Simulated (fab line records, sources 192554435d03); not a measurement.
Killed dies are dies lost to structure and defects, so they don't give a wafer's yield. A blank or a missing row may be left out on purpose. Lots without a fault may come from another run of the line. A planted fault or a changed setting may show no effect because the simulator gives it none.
fab line records | flow n5_finfet
record lots=4 wafers=12 last_day=18
route steps=1938 shown BEOL_M4@1099 BEOL_M5@1112 MIM_TOP@1834 PASSIVATION@1936
lots that met no fault: from a run of the same line without faults
start_h: hours from the record's first day to the start of the lot's first wafer shown | wait_h: hours since the lot's step before | " the same as in the row above | L1.1+2: a row that stands for several wafers | - no value, or no start given | * or withheld: withheld | < > ~ a bound
route shown NAME@n: a module of which the file shows steps, and the number in the route of the first | usual: mean/standard deviation of fault-free wafers | same: alike in all rows | chamber/n: place in a boat | sites: the reading at each site | _std_site: their standard deviation | _edge_site: outer sites' mean less inner sites' | radius_mm: how far each site lies from the wafer's centre | mask NAME#n: copy n | behind: the tool/chamber that last shaped the wafer | hold: why the lot was held/for how many hours/how that ended | device: the transistor (n, p or np) that didn't switch | end of line: the same wafers' tests at the end of the route | a step without rows: its recipe alone | killed: dies lost to structure and defects at the first sort, not the wafer's yield | map: a wafer's dies, x killed, . not, _ none there
set.NAME: the setting as run; set.NAME@STEP: as run at that earlier step | model.NAME: the simulator's own value behind a step, which no gauge read
lots at some steps of the route; a table a step, a row a wafer
services: from which hour (start_h, from the record's first day; less than 0 if before it) a tool's chamber was out of use, for how many hours, and why
## steps
# step N5_BEOL_M4_ANNEAL_95
# recipe temp_c=400 time_s=240 ambient=vacuum
# step N5_BEOL_M4_SPUTTER_96
# recipe material=Cu target_thk_a=45 temp_c=-20 chamber_pressure_pa=0.07 power_w=withheld time_s=8.29
# step N5_BEOL_M4_ECD_50
# recipe material=Cu target_thk_a=3000
# step N5_BEOL_M4_ANNEAL_51
# recipe temp_c=225 time_s=90 ambient=N2
# step N5_BEOL_M4_CMP_52
# recipe stop_on=SiOC t_overpolish_s=6.8 down_force_psi=1 platen_rpm=50 clearing_platen_down_force_psi=1.5 clearing_platen_rpm=50 post_cmp_clean=cu_alkaline target_thk_nm=40 clearing_platen_pad_velocity_m_s=0.99484 pad_velocity_m_s=0.99484
# step N5_BEOL_M4_PRE_CLEAN_60
# recipe gas=NH3/H2 time_s=15 temp_c=* rf_power_w=300
# step N5_BEOL_M4_CO_CAP_55
# recipe material=Co target_thk_a=20 temp_c=200 precursor=CCTBA/H2 pressure_torr=30 time_s=102.1
# step N5_BEOL_M4_PRE_CLEAN_56
# recipe gas=NH3 time_s=15 temp_c=withheld rf_power_w=300
# step N5_BEOL_M4_DEP_57
# recipe material=SiCN target_thk_a=80 temp_c=withheld precursor=3MS/NH3 pressure_torr=3 rf_w=202 time_s=14
# step N5_BEOL_M4_RC_MEAS_101
# usual DIBL_N=36.2/1.6 DIBL_P=36.1/2 IOFF_N=0.16/0.032 IOFF_P=0.22/0.036 ION_N=672/11 ION_P=463/7.5 SS_N=71.4/0.58 SS_P=73.2/0.67 VT_N=250/3.3 VT_P=-250/3.3
# columns lot.wafer tool chamber start_h wait_h DIBL_N[mV/V] DIBL_P[mV/V] IOFF_N[nA/um] IOFF_P[nA/um] ION_N[uA/um] ION_P[uA/um] SS_N[mV/dec] SS_P[mV/dec] VT_N[mV] VT_P[mV]
L351.1 prober-01 0 200.38 0.0 40.1 39.0 0.25 0.27 700 474 72.1 73.9 242 -247
L351.3 " 0 " " 34.9 34.1 0.13 0.19 671 463 71.4 72.9 252 -253
L351.4 " 0 " " 34.5 33.0 0.13 0.18 664 456 71.1 72.2 251 -249
L363.3 prober-02 0 273.44 0.3 36.3 37.0 0.14 0.22 652 458 71.4 73.1 257 -250
L363.4 " 0 " " 37.3 38.3 0.16 0.23 672 457 71.6 73.0 253 -249
L363.6 " 0 " " 36.4 37.1 0.15 0.22 663 467 71.6 72.8 253 -250
L362.2 prober-02 0 276.62 0.2 35.3 34.4 0.14 0.20 664 457 71.7 73.3 253 -251
L362.5 " 0 " " 34.2 34.1 0.13 0.19 665 459 70.5 73.0 256 -251
L362.6 " 0 " " 32.5 30.8 0.11 0.15 664 451 70.6 71.6 254 -253
L368.1 prober-02 0 322.86 0.0 35.0 35.9 0.14 0.18 678 465 70.4 72.6 252 -251
L368.4 " 0 " " 35.1 36.2 0.13 0.18 679 464 71.2 72.8 251 -252
L368.5 " 0 " " 36.3 37.7 0.16 0.21 677 467 71.5 72.8 250 -253
# step N5_BEOL_M5_ILD_DEP_00
# recipe material=SiCOH_lowk target_thk_a=1406.4 temp_c=300 precursor=DEMS/porogen pressure_torr=5 rf_w=500 time_s=25.9
# step N5_BEOL_M5_CURE_79
# recipe temp_c=385 time_s=240 ambient=He/Ar material=SiCOH_lowk
# step N5_BEOL_M5_PECVD_70
# recipe material=SiO2 target_thk_a=160 temp_c=400 precursor=TEOS/O2 pressure_torr=5.5 rf_w=450 teos_flow_sccm=53.8 gas=O2 flow_sccm=3000 time_s=18
# step N5_BEOL_M5_HM_DEP_02
# recipe material=TiN target_thk_a=200 temp_c=25 chamber_pressure_pa=0.49996
# step N5_BEOL_M5_COAT_59
# recipe resist=SOC temp_c=250 time_s=60 spin_rpm=1500 resist_thk_nm=60
# step N5_BEOL_M5_COAT_60
# recipe resist=SiARC temp_c=220 time_s=60 spin_rpm=1500 resist_thk_nm=12
# step N5_BEOL_M5_COAT_71
# recipe resist=underlayer temp_c=205 time_s=60 spin_rpm=1500 resist_thk_nm=5
# step N5_BEOL_M5_COAT_05
# recipe resist=CAR-EUV spin_rpm=1500 resist_thk_nm=30
# step N5_BEOL_M5_EBR_07
# recipe solvent=PGMEA ebr_width_mm=1.5
# step N5_BEOL_M5_SOFTBAKE_06
# recipe temp_c=110 time_s=60 resist=CAR-EUV
# step N5_BEOL_M5_EXPOSE_08
# recipe mask_id=M5 na=0.33 source_shape=annular sigma_inner=0.4 sigma_outer=0.8 polarization=unpolarized target_cd_nm=28 dose_mj=35.75
# step N5_BEOL_M5_PEB_09
# recipe peb_temp_c=100 peb_time_s=60 resist=CAR-EUV
# step N5_BEOL_M5_DEVELOP_10
# recipe develop_time_s=30 developer=TMAH resist=CAR-EUV rinse_liquid=surfactant_rinse dry=air_spin dev_temp_c=23
# step N5_BEOL_M5_DESCUM_16
# recipe chemistry=O2 time_s=7 source_power_w=50 bias_power_w=20 pressure_mtorr=20 rf_frequency_hz=2.712e+07 temp_c=40 resist=CAR-EUV o2_flow_sccm=225
# step N5_BEOL_M5_ETCH_72
# recipe chemistry=N2/H2 target=underlayer target_depth_a=65 mask_material=CAR-EUV time_s=5.2 ion_energy_ev=200 pressure_mtorr=30 source_w=840 bias_w=150 n2_flow_sccm=200 h2_flow_sccm=200 ends=cleared
# step N5_BEOL_M5_ETCH_61
# recipe chemistry=CF4 target=SiARC target_depth_a=156 mask_material=CAR-EUV time_s=26 ion_energy_ev=80 pressure_mtorr=40 source_w=545 bias_w=36 Ar_flow_sccm=100 cf4_flow_sccm=100 ends=cleared
# step N5_BEOL_M5_ETCH_62
# recipe chemistry=N2/H2 target=SOC target_depth_a=750 overetch_a=150 mask_material=SiARC temp_c=40 time_s=112.5 ion_energy_ev=200 pressure_mtorr=30 source_w=840 bias_w=150 n2_flow_sccm=200 h2_flow_sccm=200
# step N5_BEOL_M5_STRIP_63
# recipe chemistry=N2/H2 temp_c=40 n2_flow_sccm=200 h2_flow_sccm=200 rf_frequency_hz=6e+07
# step N5_BEOL_M5_STRIP_73
# recipe chemistry=N2/H2 temp_c=40 n2_flow_sccm=200 h2_flow_sccm=200 rf_frequency_hz=6e+07
# step N5_BEOL_M5_STRIP_64
# recipe chemistry=CF4 resist=SiARC power_w=300 bias_power_w=75 pressure_mtorr=50 cf4_flow_sccm=150 rf_frequency_hz=6e+07
# step N5_BEOL_M5_HM_OPEN_17
# recipe chemistry=Cl2/BCl3 target_depth_a=200 overetch_a=60 target=TiN mask_material=SOC ion_energy_ev=150 pressure_mtorr=10 icp_w=1000 bias_w=126 Cl2_flow_sccm=53.25 bcl3_flow_sccm=21.75 Ar_flow_sccm=25
# step N5_BEOL_M5_STRIP_19
# recipe chemistry=O2 power_w=400 temp_c=40 pressure_mtorr=30 rf_frequency_hz=6e+07 bias_power_w=0 overash_fraction=0.2 o2_flow_sccm=225
# step N5_BEOL_M5_COAT_65
# recipe resist=SOC temp_c=250 time_s=60 spin_rpm=1500 resist_thk_nm=60
# step N5_BEOL_M5_COAT_66
# recipe resist=SiARC temp_c=220 time_s=60 spin_rpm=1500 resist_thk_nm=12
# step N5_MIM_TOP_ALD_00
# recipe material=Al2O3 target_thk_a=* temp_c=withheld ald_precursor_family=TMA ald_co_reactant=O3 pulse_time_s=withheld purge_time_s=3 co_reactant_purge_time_s=withheld co_reactant_pulse_time_s=3 ald_cycles=withheld
# usual precursor_pulse_height_rel=1.006/0.021
# columns lot.wafer tool chamber start_h wait_h precursor_pulse_height_rel
L351.1 ald_hk-01 0 298.07 0.1 0.983
L351.3 " 2 " " 1.021
L351.4 " 3 " " 0.998
L363.3 ald_hk-02 2 362.52 0.1 -
L363.4 " 3 " " -
L363.6 " 3 " " -
L362.2 ald_hk-01 0 362.59 0.1 -
L362.5 " 0 " " -
L362.6 " 3 " " -
L368.1 ald_hk-02 1 411.98 0.1 1.007
L368.4 " 3 " " 1.018
L368.5 " 0 " " 0.994
# step N5_PASSIVATION_PROBE_49
# usual defect_limited_yield=91.4/1.3 killed_at_M0_to_M3=34/10 killed_at_M4_up=14/5.6 killed_at_contacts=13/5.9 killed_at_front_end=37/9.9 killed_at_other=3.5/2.8 killed_dies=101/15 killed_open=67/12 killed_short=32/6.6 sort_bin_5_function=5.0/0.81 sort_bin_6_memory=3.2/0.66 sort_n_pass=1079/15 sort_yield_pct=91.4/1.3
# same gross_dies=1180 killed_at_back_side=0 sort_bin_4_leakage[%]=0 sort_bin_8_speed[%]=0
# columns lot.wafer tool chamber start_h wait_h defect_limited_yield[%] killed_at_M0_to_M3 killed_at_M4_up killed_at_contacts killed_at_front_end killed_at_other killed_dies killed_open killed_short sort_bin_5_function[%] sort_bin_6_memory[%] sort_n_pass sort_yield_pct[%]
L363.3 prober-02 - 376.39 0.1 86.9 52 3 6 32 61 154 59 38 9.1 3.6 1026 86.9
L363.4 prober-02 - 376.44 0.2 86.1 40 12 9 50 53 164 71 34 8.9 4.1 1016 86.1
L363.6 prober-02 - 376.54 0.3 86.8 52 16 10 31 47 156 75 34 8.7 4.3 1024 86.8
L362.2 prober-01 - 376.62 0.1 87.7 36 8 14 35 52 145 55 41 9.2 2.5 1035 87.7
L362.5 prober-01 - 376.77 0.2 88.4 21 13 7 37 59 137 51 30 8.4 3.0 1043 88.4
L362.6 prober-01 - 376.82 0.3 87.4 32 6 15 37 59 149 64 30 9.2 3.3 1031 87.4
# killed by level:class
L363.3 MIM_TOP:area_ald=56 BEOL_M0_SAQP:geometric_particle:open=12 BEOL_M0_SAQP:geometric_particle:short=10 BEOL_M1:geometric_particle:open=10 FIN_SAQP:geometric_particle:open=7 BEOL_M2:geometric_particle:open=6 STI_FIN_REVEAL:geometric_particle:open=5 MOL_CONTACT_COAG:geometric_particle:open=4
L363.4 MIM_TOP:area_ald=50 FIN_SAQP:geometric_particle:open=10 FIN_SAQP:geometric_particle:short=9 BEOL_M0_SAQP:geometric_particle:open=9 BEOL_M1:geometric_particle:open=8 HKMG_FIN:area_etch=8 MOL_CONTACT_COAG:geometric_particle:open=6 BEOL_M0_SAQP:geometric_particle:short=6
L363.6 MIM_TOP:area_ald=47 BEOL_M0_SAQP:geometric_particle:open=16 BEOL_M0_SAQP:geometric_particle:short=12 FIN_SAQP:geometric_particle:short=10 MOL_CONTACT_COAG:geometric_particle:open=9 BEOL_M3:geometric_particle:open=7 BEOL_M4:geometric_particle:open=7 FIN_SAQP:geometric_particle:open=5
L362.2 MIM_TOP:area_ald=49 BEOL_M0_SAQP:geometric_particle:short=12 MOL_CONTACT_COAG:geometric_particle:open=10 FIN_SAQP:geometric_particle:short=8 GATE_CUT:geometric_particle:short=6 BEOL_M2:geometric_particle:open=6 BEOL_M0_SAQP:geometric_particle:open=5 BEOL_M1:geometric_particle:open=5
L362.5 MIM_TOP:area_ald=56 GATE_CUT:geometric_particle:short=10 BEOL_M2:geometric_particle:open=7 GATE_CUT:geometric_particle:open=6 MOL_CONTACT_COAG:geometric_particle:open=6 FIN_SAQP:geometric_particle:open=5 STI_FIN_REVEAL:geometric_particle:open=4 BEOL_M0_SAQP:geometric_particle:short=4
L362.6 MIM_TOP:area_ald=54 BEOL_M2:geometric_particle:open=14 MOL_CONTACT_COAG:geometric_particle:open=13 FIN_SAQP:geometric_particle:open=7 GATE_CUT:geometric_particle:short=6 BEOL_M0_SAQP:geometric_particle:open=6 STI_FIN_REVEAL:geometric_particle:open=5 GATE_CUT:geometric_particle:open=3
# map L362.6 (x killed, . not)
_________________.....x......________________
______________......x.....x....._____________
___________..............x........x__________
__________.........................._________
________............x.x....x....x....x_______
_______...xxx........x...x....x...x....______
______...x................xx.x...x......_____
_____........x.........x.................____
____....x....x...............x..x....xx...___
___......x............x......x...x........x__
___..x....x.............xx..xx.x.xx.xx.....__
__...........................x.x..x.....x..._
__.....................x...x...x..xx.x......_
_..x.............x..xx.x......x....x.x.......
_x.............x...x..xx...x.x..........x....
_....................x....x.x..x.xx.x.x....xx
_...................x...........x........x...
_...................x..x..............x......
_................................xx.....xx...
_.............x.x.........x.......x...x..x..x
_.......................x.xx..x..............
__.......x....................x........x...._
__........x..........x..........x...x......x_
___......x.....x.............x...x..x......__
___.............x....x.....x......x........__
____.....x........x.......................___
_____....x.........xx.......x........x...____
______.x.....................x.x........_____
_______.....x............x....x........______
________.x......x...x.....x...x......x_______
__________....x............x.x......_________
___________..x...x.................__________
______________x..x...x.........._____________
_________________x.......x...________________
# map L363.4 (x killed, . not)
_________________............________________
______________.................._____________
___________.....x............x.....__________
__________...............x.........._________
________.............x.............xx._______
_______......x..x........x.............______
______.......................x.x.......x_____
_____..............x......x........x.....____
____xx...x.........x.......x..........x...___
___...x.....x..x.x.......xx...........xxx..__
___..x...................x......xx.........__
__x.....x.......x....x..x.....x.x..........._
__.......x...x...x.x...xx...xxx...xx......x._
_....x...................x.x..x.x........x..x
_......x..........x....xx.............x......
_......................x.x...................
_............x..xx.....x....x......x.......x.
_.................x.x.x....xx.x.x............
_.x........x.x...x.xx...x.x...x...........xx.
_...........xx...xx....xx.x.x......x.........
_x....x....x.x.....xx..x..x.x.....x..x...x...
__..x..........x......x.....xxx............._
__...xx...................x..x.x....x......._
___x.x....................x....x.......x..x__
___...x.............x...........xxx........__
____.......x.....x...x...x....x.x....x....___
_____....x.................x...........x.____
______...........x.....x......x........._____
_______...x..........xx.....x..x......x______
________...x............x............._______
__________........x...x......x......_________
___________........x.............x.__________
______________...x.....x........_____________
_________________............________________
## services
# columns tool chamber start_h hours kind
ald_hk-02 - 343.67 2.8 pm
ald_hk-01 - 346.66 2.8 pm
## key
first_sign step=N5_MIM_TOP_ALD_00 reading=tool_record direction=missing
effect step=N5_PASSIVATION_PROBE_49 reading=killed_at_other direction=up sigmas=19 usual=3.5 struck=55.2
more_kills_born_at N5_MIM_TOP_ALD_00@ald_hk-01=159 N5_MIM_TOP_ALD_00@ald_hk-02=153
met_at N5_MIM_TOP_ALD_00
struck_wafers L362.2,L362.5,L362.6,L363.3,L363.4,L363.6
onset_between 298.07 362.52
fault kind=skipped_step_whole tool=ald_hk-01,ald_hk-02 chamber=- onset_h=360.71 steps=N5_MIM_TOP_ALD_00 scope=struck_lots_only
